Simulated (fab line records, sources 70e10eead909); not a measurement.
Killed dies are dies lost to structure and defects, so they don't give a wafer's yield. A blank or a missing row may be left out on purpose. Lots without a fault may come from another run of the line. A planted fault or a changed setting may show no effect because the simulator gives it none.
A struck lot beside a sound one | flow nand_harc | 15 steps out of a route of 1302
Sound: wafers L106.2, L106.3, L106.4. Struck: wafer L121.1. The cause comes at the end.
At each step with rows: each side's tool, then ch and its chambers, then its first start. Under that, the readings that differ: sound wafers | struck wafers | difference of the means | sigmas: that difference in standard deviations of wafers without a fault.
alike: readings whose means differ by less than 2 such deviations, and words and numbers that are the same on both sides. not compared: withheld readings, readings that some wafer has no value for, bounds like >300 that may hide the same value, and numbers for which the record gives no deviation and whose values overlap.
The two part at a step that has a row with sigmas, a row that says differs or no value, or rows on one side only. Numbers that don't overlap but have no deviation are shown without sigmas and don't part them. A reading that every wafer of one side lacks parts them only if that side has two wafers or more.

NHARC_A_DECK1_JOINT_ETCHBACK_07: etches the open film in HBr, target depth 105 nm, time 26.9 s.
  sound on rie_si-05 ch 0,1,3, day 12 04:28; struck on rie_si-06 ch 1, day 18 03:50
  reading                | sound       | struck | difference | sigmas
  rf_hours_counter_h (h) | 0.8 0.8 0.8 | 0.9    | +0.1       |
  alike: drypump_motor_current_A, oes_product_au, run_length_s, throttle_valve_pct
then, 8 steps without rows for these wafers: NHARC_A_DECK1_JOINT_ETCH_25 (etches SiO2 in dHF, target depth 0.5 nm); NHARC_A_DECK1_JOINT_ETCH_19 (etches poly-Si in TMAH, target depth 3 nm); NHARC_A_DECK1_JOINT_ETCH_18 (etches SiO2 in dHF, target depth 3 nm); NHARC_A_DECK1_JOINT_WET_08 (chemistry H3PO4, time 86 s); NHARC_A_DECK1_JOINT_ETCH_09 (etches SiO2 in dHF, target depth 5 nm); NHARC_A_DECK1_JOINT_WET_10 (chemistry H3PO4, time 86 s); NHARC_A_DECK1_JOINT_ETCH_11 (etches SiO2 in dHF, target depth 35 nm); NHARC_A_DECK1_JOINT_CVD_12 (deposits poly-Si, target thk 90 nm, time 1800 s).
NHARC_A_DECK1_JOINT_CMP_13: polishes, target thk 51.023 nm.
  sound on cmp-03 ch 0,1,2, day 12 14:34; struck on cmp-03 ch 3, day 18 19:16
  reading             | sound          | struck | difference | sigmas
  motor_current_A (A) | 13.4 10.9 13.7 | 10.7   | -2.0       | -2
  alike: edge_zone_pressure_frac, slurry_flow_ml_min, time_to_endpoint_s
NHARC_A_DECK1_JOINT_THK_MEAS_14: measures by ellipsometry.
  sound on film_metro-01, day 12 14:50; struck on film_metro-01, day 18 19:29
  alike: thk_nm
then, 1 step without rows for these wafers: NHARC_A_DECK1_JOINT_SRD_04.
NHARC_A_DECK1_JOINT_ETCHBACK_00: etches the open film in HBr, target depth 30 nm, time 17.4 s.
  sound on rie_si-05 ch 0,1,3, day 12 14:57; struck on rie_si-05 ch 3, day 18 19:39
  reading          | sound          | struck | difference | sigmas
  run_length_s (s) | 38.3 38.7 39.2 | 41.9   | +3.2       | +9
  alike: drypump_motor_current_A, oes_product_au, throttle_valve_pct
  not compared: rf_hours_counter_h
then, 1 step without rows for these wafers: NHARC_A_DECK1_JOINT_PRECLEAN_30 (cleans in SC1).
-- the record jumps here: 13 days lie between the struck wafers' starts before and after (it left off in module A_DECK1_JOINT and takes up again in module END, whose first step shown is number 1302 of the route) --
NHARC_END_SORT_01:
  sound on prober-01 ch 0, day 26 04:44; struck on prober-01 ch 0, day 31 18:26
  reading         | sound    | struck | difference | sigmas
  killed_at_array | 32 28 25 | 84     | +56        | +3
  killed_dies     | 36 32 28 | 87     | +55        | +3
  killed_open     | 3 2 2    | 7      | +5         | +3
  alike: killed_at_other, killed_at_periphery, killed_short

WHERE THEY PART
First at NHARC_A_DECK1_JOINT_CMP_13; last, within this record, at NHARC_END_SORT_01.

WHY: what the simulator had put in
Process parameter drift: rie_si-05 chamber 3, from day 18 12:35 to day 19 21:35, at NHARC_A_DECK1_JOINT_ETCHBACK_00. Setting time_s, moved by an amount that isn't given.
